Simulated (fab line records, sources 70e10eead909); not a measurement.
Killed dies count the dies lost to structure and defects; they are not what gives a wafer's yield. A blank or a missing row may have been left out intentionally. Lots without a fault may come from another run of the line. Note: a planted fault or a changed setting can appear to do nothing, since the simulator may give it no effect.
A single fault, viewed from 2 desks + flow nand-harc + numbers are kept per desk, each desk with only its own; the story behind them comes last

THE TOOL OWNER'S DESK: litho-track-06
The tool's own readings at NHARC_A_M0_PEB_07 (peb time 65 s): means of the sampled wafers that have a number, for each lot that ran on this tool. Any lot whose mean is over 4 standard deviations away from the usual mean is out of limits and marked OUT; that distance is given in the brackets.
Columns: A = heater-power-total-W at NHARC_A_M0_PEB_07, usual 156.6 W
| lot  | first seen here | A                |
|------|-----------------|------------------|
| L662 | day 21 23:49    | 157.1            |
| L677 | day 28 04:34    | 157.1            |
| L676 | day 28 06:22    | 161.1 (+10) OUT  |
| L675 | day 28 12:14    | 160.8 (+9.8) OUT |
This desk's finding: out of limits on L675, L676; first on L676, day 28 06:22 (heater-power-total-W at NHARC_A_M0_PEB_07). Within limits: L662, L677.

FROM THE METROLOGY DESK
Lot by lot, what the gauges showed, no matter which tool ran the lot: averages of those sampled wafers that carry a number. Any lot whose mean is over 4 standard deviations away from the usual mean is out of limits and marked OUT; that distance is given in the brackets.
Columns: A = cd-nm at NHARC_A_BLC_CD_MEAS_19, usual 99.5 nm; B = cd-nm at NHARC_A_M0_CD_MEAS_09, usual 79.7 nm
| lot  | first seen here | A     | B    |
|------|-----------------|-------|------|
| L662 | day 21 21:08    | 101.4 | 79.0 |
| L664 | day 23 00:44    | 100.8 | 80.4 |
| L665 | day 23 03:01    | 100.5 | 79.9 |
| L668 | day 24 21:56    | 100.5 | 80.0 |
| L672 | day 26 23:42    | 98.5  | 79.2 |
| L673 | day 27 01:18    | 101.8 | 80.0 |
| L677 | day 28 01:54    | 97.3  | 79.4 |
| L676 | day 28 03:41    | 99.5  | 77.1 |
| L675 | day 28 09:15    | 97.1  | 77.9 |
| L681 | day 30 05:01    | 99.3  | 78.8 |
| L680 | day 30 08:59    | 98.9  | 79.9 |
This desk found nothing out of limits on any of the 11 lots.

PUT TOGETHER
On L675, L676, at day 28 06:22, an alarm was possible from the tool owner's desk.
At the metrology desk, nothing out of limits was observed.
The metrology desk has L675, L676 on record, within its limits.
NHARC_A_M0_PEB_07 was run on litho-track-06 by each of the lots named.

WHAT THE SIMULATOR HAD PUT IN
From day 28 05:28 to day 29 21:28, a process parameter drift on litho-track-06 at NHARC_A_M0_PEB_07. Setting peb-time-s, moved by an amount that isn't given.
Struck lots among those shown: L675, L676.
Delay in hours, fault start to first out-of-limits reading, by desk: the tool owner's desk at 1.
